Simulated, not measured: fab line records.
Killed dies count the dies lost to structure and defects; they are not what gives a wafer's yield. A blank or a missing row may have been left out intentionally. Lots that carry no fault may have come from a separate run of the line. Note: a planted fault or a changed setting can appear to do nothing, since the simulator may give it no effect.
Split-lot study | flow n5_finfet | on a route of 1938 steps: 7 lots, 39 wafers read

## ON THE SPLIT
At N5_HKMG_FIN_ETCH_55 (etches SOC in N2/H2, target depth 240 nm, time 300 s), the setting time_s was moved away from the recipe's 300 s on 15 of the 39 wafers read, by -24.0% to +15.1%. This setting was run at the recipe's value on the other wafers.

Reading taken at the split's own step.

## THE READING
SiARC_of_HKMG_FIN_COAT_42.thk_nm (the simulator's own value, which no gauge read), in nm, at N5_HKMG_FIN_ETCH_55 (etches SOC in N2/H2, target depth 240 nm, time 300 s). The file does not state a usual value for it. Here, 24 wafers ran the recipe; their average is 21.2 nm with a standard deviation of 0.3 nm.

wafer  | tool, chamber at the split | time_s as run, s | against the recipe | SiARC_of_HKMG_FIN_COAT_42.thk_nm, nm | against lot-mates on the recipe
L074.1 | rie_diel-05, 3             | 345.4            | +15.1%             | 19.6                                 | -2.1
L074.2 | rie_diel-05, 0             | 300              | recipe             | 21.8                                 | -
L074.3 | rie_diel-05, 2             | 300              | recipe             | 21.8                                 | -
L074.4 | rie_diel-05, 1             | 345.4            | +15.1%             | 19                                   | -2.7
L074.5 | rie_diel-05, 2             | 300              | recipe             | 21.6                                 | -
L074.6 | rie_diel-05, 1             | 345.4            | +15.1%             | 19                                   | -2.7
L077.1 | rie_diel-05, 1             | 300              | recipe             | 21                                   | -
L077.2 | rie_diel-05, 3             | 300              | recipe             | 21.2                                 | -
L077.3 | rie_diel-05, 0             | 300              | recipe             | 21.4                                 | -
L077.4 | rie_diel-05, 2             | 336.3            | +12.1%             | 19.8                                 | -1.4
L077.5 | rie_diel-05, 3             | 336.3            | +12.1%             | 19.6                                 | -1.6
L077.6 | rie_diel-05, 0             | 336.3            | +12.1%             | 19.8                                 | -1.4
L080.1 | rie_diel-04, 2             | 300              | recipe             | 20.8                                 | -
L080.2 | rie_diel-04, 3             | 300              | recipe             | 21                                   | -
L080.3 | rie_diel-04, 0             | 263.6            | -12.1%             | 22.6                                 | +1.7
L080.4 | rie_diel-04, 2             | 300              | recipe             | 21                                   | -
L080.5 | rie_diel-04, 0             | 263.6            | -12.1%             | 22.6                                 | +1.7
L080.6 | rie_diel-04, 3             | 263.6            | -12.1%             | 22.8                                 | +1.9
L081.1 | rie_diel-05, 3             | 300              | recipe             | 21.6                                 | -
L081.2 | rie_diel-05, 0             | 228              | -24.0%             | 25                                   | +3.5
L081.3 | rie_diel-05, 1             | 228              | -24.0%             | 24.4                                 | +2.9
L081.4 | rie_diel-05, 0             | 300              | recipe             | 21.8                                 | -
L081.5 | rie_diel-05, 1             | 300              | recipe             | 21                                   | -
L081.6 | rie_diel-05, 3             | 228              | -24.0%             | 25                                   | +3.5
L082.1 | rie_diel-04, 2             | 276.4            | -7.9%              | 22                                   | +0.9
L082.2 | rie_diel-04, 0             | 300              | recipe             | 21                                   | -
L082.3 | rie_diel-04, 1             | 276.4            | -7.9%              | 22                                   | +0.9
L082.4 | rie_diel-04, 3             | 300              | recipe             | 21.2                                 | -
L082.5 | rie_diel-04, 3             | 276.4            | -7.9%              | 22.4                                 | +1.3
L082.6 | rie_diel-04, 2             | 300              | recipe             | 21                                   | -
L087.1 | rie_diel-04, 1             | 300              | recipe             | 21.2                                 | -
L087.2 | rie_diel-04, 2             | 300              | recipe             | 21.2                                 | -
L087.3 | rie_diel-04, 0             | 300              | recipe             | 21                                   | -
L087.4 | rie_diel-04, 0             | 300              | recipe             | 21                                   | -
L087.5 | rie_diel-04, 2             | 300              | recipe             | 21                                   | -
L087.6 | rie_diel-04, 1             | 300              | recipe             | 21                                   | -
L097.3 | rie_diel-06, 1             | 300              | recipe             | 21.4                                 | -
L097.4 | rie_diel-06, 0             | 300              | recipe             | 21.6                                 | -
L097.6 | rie_diel-06, 2             | 300              | recipe             | 21.2                                 | -

THE FIT
A straight line over all 39 wafers: SiARC_of_HKMG_FIN_COAT_42.thk_nm changes by -0.137 nm for each +1% of time_s; r = -0.97; the points scatter about the line by 0.3 nm.
The same after taking each lot's own level away (the mean of its wafers on the recipe; 39 wafers): -0.143 nm for each +1%; r = -0.99; scatter 0.23 nm.
That fit puts the effect of the largest move of time_s on the reading at 3.4 nm.
The lots' own levels span 20.93 to 21.73 nm, that is 2.7 times the standard deviation above.
So the lot-to-lot level changes the slope little: the two slopes agree.
Check: with one of the wafers moved furthest among these (-24.0%) left out of the fit, the line predicts +3.38 nm for it against its lot-mates. Against them it came out at +3.53 nm.

## FURTHER SPLITS ON THESE WAFERS
These wafers also went through other splits before the reading. Each is held against what the fit with the lots' levels taken away leaves over:
other split on the same wafers  | wafers away from the commonest value | r with SiARC_of_HKMG_FIN_COAT_42.thk_nm (lot level and that fit taken away)
N5_WELL_APT_EXPOSE_22 dose_mj   | 9                                    | -0.09
N5_WELL_APT_EPI_41 target_thk_a | 15                                   | -0.08
N5_DUMMY_GATE_EXPOSE_12 dose_mj | 15                                   | +0.18
N5_DUMMY_GATE_ETCH_42 bias_w    | 9                                    | -0.14

## THE WHOLE CHAIN: every reading that the file lists as answering this split, in the file's order
step                | what it does                                         | reading                                                                           | change (the file's fit)               | r (the file's)
N5_HKMG_FIN_ETCH_55 | etches SOC in N2/H2, target depth 240 nm, time 300 s | etch.depth_nm (the simulator's own value, which no gauge read)                    | +2.42 nm for each +1% of the setting  | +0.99
N5_HKMG_FIN_ETCH_55 | etches SOC in N2/H2, target depth 240 nm, time 300 s | HKMG_FIN.feature_depth_nm (the simulator's own value, which no gauge read)        | +2.42 nm for each +1% of the setting  | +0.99
N5_HKMG_FIN_ETCH_55 | etches SOC in N2/H2, target depth 240 nm, time 300 s | SiARC_of_HKMG_FIN_COAT_42.thk_nm (the simulator's own value, which no gauge read) | -0.143 nm for each +1% of the setting | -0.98

## FILE'S OWN FIT
SiARC_of_HKMG_FIN_COAT_42.thk_nm changes by -0.143 nm for each +1% of time_s, r = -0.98.
